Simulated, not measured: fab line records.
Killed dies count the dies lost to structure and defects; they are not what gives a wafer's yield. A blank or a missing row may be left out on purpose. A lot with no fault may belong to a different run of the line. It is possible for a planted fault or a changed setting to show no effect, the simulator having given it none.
The tool behind it: which one? ; flow n5_finfet ; Sampling: 9 lots, 25 wafers, 7 of 1938 route steps

== WHAT THE GAUGES SHOWED, per wafer ==
N5_MOL_CONTACT_COAG_THK_MEAS_29. Usual: MD_CAP_THK typically reads 17.90 nm, with standard deviation 0.13.
lot;measured;on;MD_CAP_THK (nm);flag
L701;day 6 08:00;film_metro-01;17.87 17.91 17.99;
L702;day 6 11:53;film_metro-02;17.94 18.07 17.72;
L703;day 6 18:10;film_metro-01;17.75 17.86;
L704;day 7 01:43;film_metro-01;17.90 17.85;
L712;day 8 22:18;film_metro-01;17.85 17.92 18.12;
L713;day 9 10:16;film_metro-01;18.01 17.81 17.89;
L717;day 10 13:16;film_metro-02;17.79 17.95 17.90;
L718;day 10 16:04;film_metro-02;18.02 17.88 17.85;
L719;day 10 21:53;film_metro-02;17.99 17.89 18.01;

N5_MOL_CONTACT_COAG_CD_MEAS_137: target cd 16 nm. Usual: cd_nm 15.9 nm, standard deviation 0.53.
lot;measured;on;cd_nm (nm);flag
L701;day 6 10:06;cd_sem-03;16.2 15.9 15.7;
L702;day 6 13:42;cd_sem-02;15.5 15.0 15.1;
L703;day 6 20:13;cd_sem-03;15.7 14.8;
L704;day 7 03:59;cd_sem-02;15.9 16.0;
L712;day 9 01:40;cd_sem-02;- - -;OFF
L713;day 9 13:08;cd_sem-01;- - -;OFF
L717;day 10 15:27;cd_sem-03;16.3 16.1 15.9;
L718;day 10 18:02;cd_sem-03;15.3 15.6 16.0;
L719;day 10 23:41;cd_sem-01;16.2 16.1 16.9;

N5_BEOL_M4_RC_MEAS_101. Usual: DIBL_N 36.6 mV/V, standard deviation 2.3; DIBL_P 36.3 mV/V, standard deviation 2.8; IOFF_N 0.17 nA/um, standard deviation 0.047; IOFF_P 0.22 nA/um, standard deviation 0.048; ION_N 676 uA/um, standard deviation 14; ION_P 463 uA/um, standard deviation 9.4; SS_N 71.6 mV/dec, standard deviation 0.84; SS_P 73.4 mV/dec, standard deviation 0.85; VT_N 249 mV, standard deviation 3.7; VT_P -249 mV, standard deviation 3.6.
lot;measured;on;DIBL_N (mV/V);DIBL_P (mV/V);IOFF_N (nA/um);IOFF_P (nA/um);ION_N (uA/um);ION_P (uA/um);SS_N (mV/dec);SS_P (mV/dec);VT_N (mV);VT_P (mV);flag
L701;day 9 04:26;prober-02;36.7 36.6 37.7;35.6 36.1 37.9;0.17 0.17 0.21;0.20 0.21 0.23;669 667 677;450 458 460;71.4 71.7 72.2;73.6 72.8 74.1;249 250 247;-253 -249 -251;
L702;day 9 12:21;prober-02;34.6 39.8 39.2;32.4 40.0 39.3;0.12 0.20 0.18;0.14 0.24 0.23;672 696 694;458 465 469;71.3 72.4 72.4;72.5 74.5 74.1;255 250 248;-256 -250 -251;
L703;day 9 14:20;prober-01;34.9 33.2;34.5 32.8;0.15 0.12;0.22 0.19;683 672;473 470;70.9 70.8;72.8 72.7;246 253;-246 -249;
L704;day 9 22:33;prober-02;39.4 40.5;39.4 39.7;0.21 0.26;0.22 0.24;690 688;463 460;72.2 72.3;74.4 74.2;246 244;-253 -250;
L717;day 13 03:17;prober-02;36.4 34.7 36.7;35.4 33.0 35.2;0.16 0.13 0.16;0.19 0.17 0.20;668 688 681;458 471 469;71.6 71.2 71.7;72.9 72.6 73.6;250 250 252;-252 -251 -248;
L718;day 13 21:49;prober-01;40.5 39.5 38.0;41.1 40.5 36.5;0.25 0.24 0.18;0.29 0.27 0.21;671 674 674;459 458 455;72.9 72.5 72.3;75.4 74.9 74.3;244 243 248;-249 -250 -253;
L719;day 13 22:28;prober-02;39.1 33.5 38.9;40.3 33.6 37.9;0.23 0.14 0.22;0.30 0.18 0.25;704 688 683;479 474 468;72.8 71.2 72.8;74.6 73.0 73.7;243 248 246;-245 -249 -244;

== WHICH TOOL RAN EACH LOT (tool, then ch and the chambers of the sampled wafers, then the start) ==
lot;N5_MOL_CONTACT_COAG_SPUTTER_130;N5_MOL_CONTACT_COAG_CMP_28;N5_MOL_CONTACT_COAG_ETCHBACK_132;N5_MOL_CONTACT_COAG_ETCH_91
L701;pvd_sputter-03, day 6 05:08;cmp-02 ch 0,1,2, day 6 07:42;rie_diel-03 ch 1,3, day 6 09:37;rie_diel-03 ch 1,3, day 6 09:38
L702;pvd_sputter-03, day 6 09:01;cmp-03 ch 0,2, day 6 11:38;rie_diel-01 ch 0,3, day 6 13:13;rie_diel-01 ch 0,3, day 6 13:15
L703;pvd_sputter-02, day 6 15:17;cmp-02 ch 0,2, day 6 17:57;rie_diel-01 ch 3, day 6 19:43;rie_diel-01 ch 3, day 6 19:46
L704;pvd_sputter-02, day 6 21:55;cmp-01 ch 0,1, day 7 01:27;rie_diel-03 ch 0,2, day 7 03:29;rie_diel-03 ch 0,2, day 7 03:31
L712;pvd_sputter-01, day 8 19:26;cmp-03 ch 0,1, day 8 22:00;rie_diel-02 ch 0,2,3, day 9 01:11;rie_diel-02 ch 0,2,3, day 9 01:13
L713;pvd_sputter-03, day 9 07:24;cmp-02 ch 1,2, day 9 10:01;rie_diel-01 ch 2,3, day 9 12:38;rie_diel-01 ch 2,3, day 9 12:40
L717;pvd_sputter-03, day 10 10:24;cmp-03 ch 1,2, day 10 12:58;rie_diel-02 ch 2,3, day 10 14:44;rie_diel-02 ch 2,3, day 10 14:46
L718;pvd_sputter-03, day 10 13:12;cmp-01 ch 0,1,3, day 10 15:53;rie_diel-03 ch 0,2, day 10 17:31;rie_diel-03 ch 0,2, day 10 17:32
L719;pvd_sputter-03, day 10 18:35;cmp-02 ch 0,3, day 10 21:37;rie_diel-02 ch 0,2,3, day 10 23:12;rie_diel-02 ch 0,2,3, day 10 23:14
- N5_MOL_CONTACT_COAG_SPUTTER_130: material Co, target thk 47.5 nm.
- N5_MOL_CONTACT_COAG_CMP_28: polishes, stops on SiNx, t overpolish 0.85 s, target thk 14.522 nm.
- N5_MOL_CONTACT_COAG_ETCHBACK_132: etches SiO2 in CHF3, target depth 10 nm, time 6.7 s.
- N5_MOL_CONTACT_COAG_ETCH_91: etches SOC in N2/H2, target depth 60 nm, overetch 21 nm, time 101.2 s.

== WHAT THE TOOLS THEMSELVES READ (means of the sampled wafers that have a number; where no wafer has one, the mark that the record gives instead) ==
N5_MOL_CONTACT_COAG_SPUTTER_130. Usual: susceptor_temp_C 25.01 C, standard deviation 0.094; throttle_valve_pct 30.3 %, standard deviation 0.88.
lot;tool;susceptor_temp_C (C);throttle_valve_pct (%);flag
L701;pvd_sputter-03;24.97;30.1;
L702;pvd_sputter-03;25.09;31.3;
L703;pvd_sputter-02;24.93;31.1;
L704;pvd_sputter-02;24.94;29.8;
L712;pvd_sputter-01;25.06;30.3;
L713;pvd_sputter-03;25.00;30.1;
L717;pvd_sputter-03;24.95;30.2;
L718;pvd_sputter-03;24.94;30.7;
L719;pvd_sputter-03;25.01;30.4;

N5_MOL_CONTACT_COAG_CMP_28. Usual: motor_current_A 12.4 A, standard deviation 1.1; slurry_flow_ml_min 150.0, standard deviation 0.44; time_to_endpoint_s 4.3 s, standard deviation 3.
lot;tool;motor_current_A (A);slurry_flow_ml_min;time_to_endpoint_s (s);flag
L701;cmp-02;13.0;149.9;2.8;
L702;cmp-03;12.3;150.1;5.8;
L703;cmp-02;12.9;150.1;0.3;
L704;cmp-01;11.4;149.9;3.7;
L712;cmp-03;12.7;150.0;2.8;
L713;cmp-02;13.6;149.9;4.3;
L717;cmp-03;12.8;150.3;0.2;
L718;cmp-01;11.1;149.9;4.0;
L719;cmp-02;13.3;149.9;4.4;

N5_MOL_CONTACT_COAG_ETCHBACK_132. Usual: CHF3_flow_sccm 50.00 sccm, standard deviation 0.14; bias_w 170.0 W, standard deviation 0.57; drypump_motor_current_A 5.7 A, standard deviation 0.41; oes_product_au 0.78 a.u., standard deviation 0.085; rf_vpp_V 529 V, standard deviation 18; showerhead_plenum_p_Torr 2.39 Torr, standard deviation 0.091; throttle_valve_pct 18.75 %, standard deviation 0.23.
lot;tool;CHF3_flow_sccm (sccm);bias_w (W);drypump_motor_current_A (A);oes_product_au (a.u.);rf_vpp_V (V);showerhead_plenum_p_Torr (Torr);throttle_valve_pct (%);flag
L701;rie_diel-03;49.90;170.2;6.0;0.82;531;2.39;18.49;
L702;rie_diel-01;49.89;171.1;5.8;0.71;546;2.47;18.91;
L703;rie_diel-01;49.97;170.1;5.8;0.71;543;2.46;19.16;
L704;rie_diel-03;50.02;170.2;5.5;0.71;536;2.32;18.81;
L712;rie_diel-02;-;-;-;-;-;-;-;OFF
L713;rie_diel-01;-;-;-;-;-;-;-;OFF
L717;rie_diel-02;49.82;170.0;5.7;0.85;520;2.51;18.81;
L718;rie_diel-03;50.07;169.8;5.5;0.89;543;2.46;18.53;
L719;rie_diel-02;50.08;170.1;5.6;0.80;524;2.41;18.88;

N5_MOL_CONTACT_COAG_ETCH_91. Usual: drypump_motor_current_A 5.7 A, standard deviation 0.41; oes_product_au 0.65 a.u., standard deviation 0.065; rf_vpp_V 524.0 V, standard deviation 2.5; showerhead_plenum_p_Torr 2.55 Torr, standard deviation 0.093; throttle_valve_pct 17.84 %, standard deviation 0.28.
lot;tool;drypump_motor_current_A (A);oes_product_au (a.u.);rf_vpp_V (V);showerhead_plenum_p_Torr (Torr);throttle_valve_pct (%);flag
L701;rie_diel-03;6.1;0.68;524.9;2.55;17.61;
L702;rie_diel-01;5.8;0.60;526.6;2.64;17.99;
L703;rie_diel-01;5.8;0.59;525.8;2.63;18.31;
L704;rie_diel-03;5.5;0.62;523.0;2.47;17.85;
L712;rie_diel-02;5.6;0.30;524.1;2.57;17.92;OFF
L713;rie_diel-01;5.6;0.28;524.1;2.57;17.99;OFF
L717;rie_diel-02;5.7;0.70;526.7;2.67;17.91;
L718;rie_diel-03;5.5;0.75;527.3;2.66;17.65;
L719;rie_diel-02;5.6;0.65;523.9;2.57;18.00;

== THE ANSWER, worked out from the rows above alone ==
Rule: take the mean of a lot's wafers that have a number; if it is more than 3 standard deviations from the usual mean, the lot is off. Also off: a lot with no number at a reading for which 4 or more lots have one. All remaining lots with rows at the step are treated as sound. First the gauges in route order, then the tools' own readings, where a lot's mean is used as printed above. At the first step where some lot is off, the reading lying furthest off is the one used; lots without a number count as furthest.
Off at N5_MOL_CONTACT_COAG_CD_MEAS_137 (cd_nm): L712, L713. Without a number there: L712, L713.
If a tool, at a process step before that reading, ran all the lots that are off and no sound lot after the first of them, it fits. Not tried: the gauges at N5_MOL_CONTACT_COAG_CD_MEAS_137; whatever is off there is also off at N5_MOL_CONTACT_COAG_ETCHBACK_132, on other tools, and gauge error can't account for it. None of those tried fits.

== WHAT THE SIMULATOR PUT IN ==
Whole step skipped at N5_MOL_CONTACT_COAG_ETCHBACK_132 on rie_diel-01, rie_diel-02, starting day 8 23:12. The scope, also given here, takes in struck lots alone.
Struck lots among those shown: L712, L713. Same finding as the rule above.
